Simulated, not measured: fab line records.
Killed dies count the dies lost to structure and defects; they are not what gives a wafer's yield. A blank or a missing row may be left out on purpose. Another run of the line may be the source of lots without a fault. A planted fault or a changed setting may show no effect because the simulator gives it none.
Struck lot and sound lot, side by side ; flow n5-finfet ; 20 out of 1938 route steps
Sound: the wafers L422.1, L422.3, L422.6. Struck: wafer L424.5. (L424.1, L424.3 of the same lot were not struck and are left out.) The cause comes at the end.
Each step with rows lists, per side, the tool, then ch with its chambers, then its first start. Under that, the readings that differ: sound wafers ; struck wafers ; difference of the means ; sigmas: that difference in standard deviations of wafers without a fault.
alike: words and numbers the same on both sides, and readings whose means are apart by under 2 such deviations; not compared: readings that were withheld, readings missing a value for some wafer, numbers with overlapping values and no deviation given by the record, and bounds like >300 which may hide the same value.
A row with sigmas, a row that says differs or no value, or rows on one side alone: a step with any of these is where the two part. Numbers that don't overlap but have no deviation are shown without sigmas and don't part them. Lack of a reading on every wafer of one side parts them only where that side has two or more wafers.

first, 4 steps without rows for these wafers: N5_HKMG_FIN_SOFTBAKE_44 (time 60 s); N5_HKMG_FIN_EXPOSE_46 (exposes mask NDIPOLE); N5_HKMG_FIN_PEB_47 (peb time 60 s); N5_HKMG_FIN_DEVELOP_48 (develop time 30 s).
N5_HKMG_FIN_CD_MEAS_49: the cd target is 202 nm.
  sound on cd-sem-02 ch 0, day 4 17:20; struck on cd-sem-01 ch 0, day 5 07:17
  alike: cd-nm
N5_HKMG_FIN_OVL_MEAS_50:
  sound on overlay-02 ch 0, day 4 17:22; struck on overlay-02 ch 0, day 5 07:19
  alike: NDIPOLE_OVL
N5_HKMG_FIN_INSPECT_61: inspects for defects (macro).
  sound: defect-inspect-01 at day 4 17:23; struck: defect-inspect-02 at day 5 07:20
  alike: raw-defect-count
N5_HKMG_FIN_DESCUM_53: chemistry O2, time 7.9 s.
  sound on rie-diel-03 ch 0,2,3, day 4 17:25; struck on rie-diel-03 ch 3, day 5 07:43
reading;sound;struck;difference;sigmas
rf-vpp-V (V);245.3 242.7 241.9;246.4;+3.1;+2
  alike: drypump-motor-current-A, oes-product-au, showerhead-plenum-p-Torr, throttle-valve-pct
  not compared: rf-hours-counter-h
N5_HKMG_FIN_ETCH_54: etches SiARC in CF4, target depth 45.5 nm, time 75.8 s.
  sound on rie-diel-03 ch 0,2,3, day 4 17:27; struck on rie-diel-03 ch 3, day 5 07:45
  alike: drypump-motor-current-A, etch-rf-on-time-s, mfc-ar-sccm, oes-product-au, rf-vpp-V, showerhead-plenum-p-Torr, throttle-valve-pct
  not compared: rf-hours-counter-h
N5_HKMG_FIN_ETCH_55: etches SOC in N2/H2, target depth 240 nm, time 300 s.
  sound on rie-diel-03 ch 0,2,3, day 4 17:31; struck on rie-diel-03 ch 3, day 5 07:49
  alike: drypump-motor-current-A, oes-product-au, rf-vpp-V, showerhead-plenum-p-Torr, throttle-valve-pct
  not compared: rf-hours-counter-h
then, 1 step without rows for these wafers: N5_HKMG_FIN_STRIP_56 (strips in N2/H2).
N5_HKMG_FIN_STRIP_57: strips in CF4.
  sound on rie-diel-03 ch 0,2,3, day 4 17:42; struck on rie-diel-03 ch 3, day 5 08:00
  alike: drypump-motor-current-A, oes-product-au, rf-vpp-V, showerhead-plenum-p-Torr, throttle-valve-pct
  not compared: rf-hours-counter-h
N5_HKMG_FIN_ETCH_58: etches SOC in N2/H2, target depth 215.8 nm, time 741 s.
  sound on rie-diel-03 ch 0,2,3, day 4 17:43; struck on rie-diel-03 ch 3, day 5 08:01
reading;sound;struck;difference;sigmas
oes-product-au (a.u.);0.77 0.73 0.98;1.10;+0.27;+2
model.etch.depth-nm (nm);215.1 216 221.1;359.8;+142.4;
model.HKMG_FIN.feature-depth-nm (nm);215.2 216 221;359.8;+142.4;
model.SOC_of_HKMG_FIN_COAT_41.thk-nm (nm);84.2 85 78;0;-82;
  alike: drypump-motor-current-A, rf-vpp-V, showerhead-plenum-p-Torr, throttle-valve-pct
  not compared: rf-hours-counter-h
N5_HKMG_FIN_STRIP_93: strips SOC in N2/H2, time 20 s.
  sound on rie-diel-03 ch 0,2,3, day 4 18:09; struck on rie-diel-03 ch 3, day 5 08:26
reading;sound;struck;difference;sigmas
model.SOC_of_HKMG_FIN_COAT_41.thk-nm (nm);74 75 67.6;0;-72;
  alike: drypump-motor-current-A, oes-product-au, rf-vpp-V, showerhead-plenum-p-Torr, throttle-valve-pct
  not compared: rf-hours-counter-h
then, 1 step without rows for these wafers: N5_HKMG_FIN_WET_ETCH_76 (etches Al2O3 in dNH4OH, stops on La2O3, target depth 2.25 nm, rinse time 30 s).
N5_HKMG_FIN_STRIP_60: strips in N2/H2, time 360 s.
  sound on plasma-asher-02 ch 0, day 4 18:18; struck on plasma-asher-01 ch 1, day 5 08:35
  alike: drypump-motor-current-A, heater-power-w
  not compared: rf-hours-counter-h
N5_HKMG_FIN_WET_ETCH_77: etches La2O3 in dHCl, stops on HfO2, target depth 2 nm.
  sound on wet-bench-03 ch 0,6,7, day 4 18:41; struck on wet-bench-03 ch 3, day 5 08:59
reading;sound;struck;difference;sigmas
model.Al2O3_of_HKMG_FIN_ALD_75.thk-nm (nm);1 1 1;0;-1;
then, 1 step without rows for these wafers: N5_HKMG_FIN_WET_ETCH_78 (etches Al2O3 in dNH4OH, stops on La2O3, target depth 4.5 nm, rinse time 30 s).
-- the record jumps here: 4 days lie between the struck wafers' starts before and after (it left off in module HKMG_FIN and takes up again in module BEOL_M4, whose first step shown is number 1111 of the route) --
N5_BEOL_M4_RC_MEAS_101:
  sound on prober-01 ch 0, day 8 10:32; struck on prober-02 ch 0, day 9 10:13
reading;sound;struck;difference;sigmas
VT_P (mV);-256 -254 -257;-247;+9;+3
  alike: DIBL_N, DIBL_P, IOFF_N, IOFF_P, ION_N, ION_P, SS_N, SS_P, VT_N
-- the record jumps here: 4 days lie between the struck wafers' starts before and after (it left off in module BEOL_M4 and takes up again in module PASSIVATION, whose first step shown is number 1936 of the route) --
N5_PASSIVATION_PROBE_49:
  sound: prober-02 at day 12 16:49; struck: prober-01 at day 13 20:55
reading;sound;struck;difference;sigmas
killed-at-other;8 5 15;1;-8;-3
sort_bin_6_memory (%);2.3 2.9 2.5;4.1;+1.5;+2
  alike: defect-limited-yield, killed_at_M0_to_M3, killed_at_M4_up, killed-at-contacts, killed-at-front-end, killed-dies, killed-open, killed-short, sort_bin_5_function, sort-n-pass, sort-yield-pct

WHERE THEY PART
At N5_HKMG_FIN_DESCUM_53 first; at N5_PASSIVATION_PROBE_49 last (within this record only).

WHY: what the simulator had put in
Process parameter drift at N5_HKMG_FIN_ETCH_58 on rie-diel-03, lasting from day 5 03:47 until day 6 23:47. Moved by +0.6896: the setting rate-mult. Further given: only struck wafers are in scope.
